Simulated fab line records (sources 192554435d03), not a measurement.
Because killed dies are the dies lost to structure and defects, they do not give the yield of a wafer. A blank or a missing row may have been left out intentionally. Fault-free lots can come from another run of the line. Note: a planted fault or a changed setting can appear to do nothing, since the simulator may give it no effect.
Which tool is to blame? -- flow n5-finfet -- 24 wafers from 8 lots sampled at 2 of the route's 1938 steps

== WHAT THE GAUGES SHOWED, per wafer ==
N5_PMOS_HMC_CHANNEL_EPI_INSPECT_30: inspects for defects (darkfield).
lot,measured,on,raw-defect-count
L229,day 4 02:37,defect-inspect-01,874 897 891
L230,day 4 08:22,defect-inspect-02,853 826 920
L232,day 4 20:38,defect-inspect-01,9 11 14
L233,day 5 03:16,defect-inspect-02,15 31 27
L237,day 6 03:35,defect-inspect-01,32 11 26
L238,day 6 08:36,defect-inspect-01,36 22 23
L241,day 7 02:42,defect-inspect-02,19 12 14
L242,day 7 08:58,defect-inspect-01,11 13 15

== TOOL THAT RAN EACH LOT (tool first, then ch and the chambers of the sampled wafers, then the start) ==
lot,N5_PMOS_HMC_CHANNEL_EPI_PRECLEAN_24
L229,"wet-bench-03 ch 1,2,6, day 4 01:58"
L230,"wet-bench-03 ch 5,6,7, day 4 07:56"
L232,"wet-bench-04 ch 1,2,3, day 4 19:48"
L233,"wet-bench-04 ch 2,3,5, day 5 02:50"
L237,"wet-bench-04 ch 0,5,7, day 6 03:10"
L238,"wet-bench-01 ch 2,5,6, day 6 08:10"
L241,"wet-bench-04 ch 0,1,3, day 7 02:01"
L242,"wet-bench-04 ch 0,4,7, day 7 08:32"
- N5_PMOS_HMC_CHANNEL_EPI_PRECLEAN_24: cleans in DHF, time 30 s.

== THE ANSWER, worked out from the rows above alone ==
Rule: what is usual is taken from the lots themselves. The widest of any qualifying gaps counts: lots, ordered by their means at a reading, are off when they make up no more than a third of the lots, leave a main group of 4 or more, and stand apart from it by 3 or more times the standard deviation of that group's means. Not used: any main group whose means are identical at the precision the tables above print for the reading. Also off: a lot with no number at a reading for which 4 or more lots have one. Any other lot the step has rows for is counted as sound.
Off, at N5_PMOS_HMC_CHANNEL_EPI_INSPECT_30 on raw-defect-count: L229, L230. Mean 19 and standard deviation 6 in the main group.
A tool fits if, at a process step before that reading, it ran every lot that is off, and no sound lot after the first of them. Gauges at N5_PMOS_HMC_CHANNEL_EPI_INSPECT_30: tried the same way as those tools. One candidate fits, namely wet-bench-03 at N5_PMOS_HMC_CHANNEL_EPI_PRECLEAN_24. It ran no sound lot before its first lot that is off in this sample, so the start can't be narrowed down.

== WHAT THE SIMULATOR HAD INSERTED ==
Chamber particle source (wet-bench-03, N5_PMOS_HMC_CHANNEL_EPI_PRECLEAN_24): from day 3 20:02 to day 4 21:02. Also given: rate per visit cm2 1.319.
Shown lots that were struck: L229, L230. The rule above reached the same finding.
